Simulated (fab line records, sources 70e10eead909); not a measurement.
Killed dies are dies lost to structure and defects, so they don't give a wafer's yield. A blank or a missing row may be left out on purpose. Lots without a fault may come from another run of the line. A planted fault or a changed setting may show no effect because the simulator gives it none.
Chamber matching | flow nand_harc | NHARC_A_CHANNEL_HOLE_D1_ETCH_44 on rie_diel-01: 4 sister chambers
The step etches the open film in CF4/O2, target depth 140 nm, overetch 14 nm, time 77 s. 18 wafers are shown with their chamber, then 9 later ones without.

WAFERS WITH THEIR CHAMBER
wafer  | chamber | showerhead_plenum_p_Torr (Torr) | drypump_motor_current_A (A) | rf_vpp_V (V)
L076.2 | 0       | 1.37                            | 6.7                         | 199.2
L076.3 | 3       | 1.32                            | 5.9                         | 196.7
L076.6 | 0       | 1.37                            | 6.7                         | 198.0
L078.2 | 2       | 1.28                            | 6.2                         | 196.2
L078.3 | 1       | 1.32                            | 6.2                         | 198.0
L078.5 | 2       | 1.29                            | 6.1                         | 197.8
L079.3 | 1       | 1.32                            | 6.2                         | 196.2
L079.4 | 2       | 1.29                            | 6.1                         | 198.6
L079.5 | 0       | 1.37                            | 6.7                         | 199.0
L082.2 | 1       | 1.32                            | 6.2                         | 196.6
L082.3 | 0       | 1.37                            | 6.7                         | 198.5
L082.6 | 0       | 1.37                            | 6.7                         | 197.6
L085.2 | 0       | 1.37                            | 6.7                         | 197.9
L085.3 | 1       | 1.32                            | 6.3                         | 197.0
L085.4 | 2       | 1.28                            | 6.2                         | 195.8
L086.1 | 1       | 1.31                            | 6.2                         | 196.6
L086.3 | 3       | 1.32                            | 5.9                         | 196.8
L086.4 | 2       | 1.28                            | 6.2                         | 195.7

SIGNATURES (means of the wafers above)
reading                  | chamber 0 | chamber 1 | chamber 2 | chamber 3 | scatter within a chamber
showerhead_plenum_p_Torr | 1.3700    | 1.3180    | 1.2840    | 1.3200    | 0.00378
drypump_motor_current_A  | 6.700     | 6.220     | 6.160     | 5.900     | 0.0378
rf_vpp_V                 | 198.367   | 196.880   | 196.820   | 196.750   | 0.876
Rule: a wafer's distance from a chamber is the root of the sum, over the readings, of the square of ((its reading less the chamber's mean) divided by the reading's scatter). The wafer belongs to the nearest chamber; if the next one is less than 2 further off, it can't be placed. The scatter: the root of (the sum of the squares of (reading less its chamber's mean) over the shown wafers, divided by (wafers less chambers)).

WAFERS WITHOUT THEIR CHAMBER
wafer  | showerhead_plenum_p_Torr (Torr) | drypump_motor_current_A (A) | rf_vpp_V (V)
L093.2 | 1.31                            | 6.2                         | 196.2
L093.3 | 1.32                            | 5.9                         | 198.0
L093.5 | 1.28                            | 6.2                         | 198.4
L096.3 | 1.37                            | 6.7                         | 199.4
L096.5 | 1.31                            | 6.2                         | 198.1
L096.6 | 1.37                            | 6.7                         | 198.9
L097.2 | 1.32                            | 5.9                         | 198.4
L097.5 | 1.28                            | 6.2                         | 196.7
L097.6 | 1.31                            | 6.3                         | 196.5

WHICH CHAMBER EACH WENT THROUGH
wafer  | from the rows above | in truth
L093.2 | 1                   | 1
L093.3 | 3                   | 3
L093.5 | 2                   | 2
L096.3 | 0                   | 0
L096.5 | 1                   | 1
L096.6 | 0                   | 0
L097.2 | 3                   | 3
L097.5 | 2                   | 2
L097.6 | 1                   | 1
Placed correctly: 9 of 9. Can't be placed from these rows: 0. Placed wrongly: 0.
